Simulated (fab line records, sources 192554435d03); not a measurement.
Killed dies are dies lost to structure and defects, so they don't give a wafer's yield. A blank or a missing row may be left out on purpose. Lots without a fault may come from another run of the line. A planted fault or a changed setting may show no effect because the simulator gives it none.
Chamber matching | flow n5_finfet | N5_HKMG_FIN_STRIP_57 on rie_diel-06: 4 sister chambers
The step strips in CF4. 20 wafers are shown with their chamber, then 10 later ones without.

WAFERS WITH THEIR CHAMBER
wafer  | chamber | drypump_motor_current_A (A) | showerhead_plenum_p_Torr (Torr) | throttle_valve_pct (%)
L077.3 | 2       | 5.76                        | 1.91                            | 13.08
L077.5 | 0       | 5.59                        | 1.91                            | 13.50
L077.6 | 1       | 5.61                        | 1.77                            | 13.28
L081.2 | 2       | 5.75                        | 1.90                            | 13.11
L081.3 | 3       | 5.26                        | 1.84                            | 13.51
L081.5 | 1       | 5.61                        | 1.77                            | 13.33
L084.1 | 1       | 5.62                        | 1.76                            | 13.33
L084.4 | 0       | 5.57                        | 1.91                            | 13.53
L084.6 | 0       | 5.59                        | 1.91                            | 13.54
L085.2 | 3       | 5.24                        | 1.84                            | 13.54
L085.3 | 0       | 5.58                        | 1.91                            | 13.54
L085.6 | 2       | 5.76                        | 1.90                            | 13.13
L088.2 | 3       | 5.26                        | 1.84                            | 13.54
L088.5 | 1       | 5.61                        | 1.76                            | 13.34
L088.6 | 0       | 5.61                        | 1.90                            | 13.55
L089.2 | 2       | 5.75                        | 1.90                            | 13.15
L089.4 | 1       | 5.61                        | 1.76                            | 13.36
L089.5 | 2       | 5.75                        | 1.90                            | 13.14
L090.2 | 3       | 5.26                        | 1.84                            | 13.56
L090.3 | 0       | 5.59                        | 1.90                            | 13.56

SIGNATURES (means of the wafers above)
reading                  | chamber 0 | chamber 1 | chamber 2 | chamber 3 | scatter within a chamber
drypump_motor_current_A  | 5.5883    | 5.6120    | 5.7540    | 5.2550    | 0.0093
showerhead_plenum_p_Torr | 1.9067    | 1.7640    | 1.9020    | 1.8400    | 0.00456
throttle_valve_pct       | 13.5367   | 13.3280   | 13.1220   | 13.5375   | 0.025
Rule: a wafer's distance from a chamber is the root of the sum, over the readings, of the square of ((its reading less the chamber's mean) divided by the reading's scatter). The wafer belongs to the nearest chamber; if the next one is less than 2 further off, it can't be placed. The scatter: the root of (the sum of the squares of (reading less its chamber's mean) over the shown wafers, divided by (wafers less chambers)).

WAFERS WITHOUT THEIR CHAMBER
wafer  | drypump_motor_current_A (A) | showerhead_plenum_p_Torr (Torr) | throttle_valve_pct (%)
L090.4 | 5.73                        | 1.90                            | 13.15
L092.4 | 5.59                        | 1.76                            | 13.38
L092.5 | 5.75                        | 1.90                            | 13.15
L092.6 | 5.58                        | 1.90                            | 13.57
L093.1 | 5.59                        | 1.90                            | 13.57
L093.2 | 5.74                        | 1.90                            | 13.16
L093.4 | 5.75                        | 1.90                            | 13.16
L094.1 | 5.59                        | 1.90                            | 13.58
L094.2 | 5.76                        | 1.89                            | 13.18
L094.3 | 5.26                        | 1.84                            | 12.97

WHICH CHAMBER EACH WENT THROUGH
wafer  | from the rows above | in truth
L090.4 | 2                   | 2
L092.4 | 1                   | 1
L092.5 | 2                   | 2
L092.6 | 0                   | 0
L093.1 | 0                   | 0
L093.2 | 2                   | 2
L093.4 | 2                   | 2
L094.1 | 0                   | 0
L094.2 | 2                   | 2
L094.3 | 3                   | 3
Placed correctly: 10 of 10. Can't be placed from these rows: 0. Placed wrongly: 0.
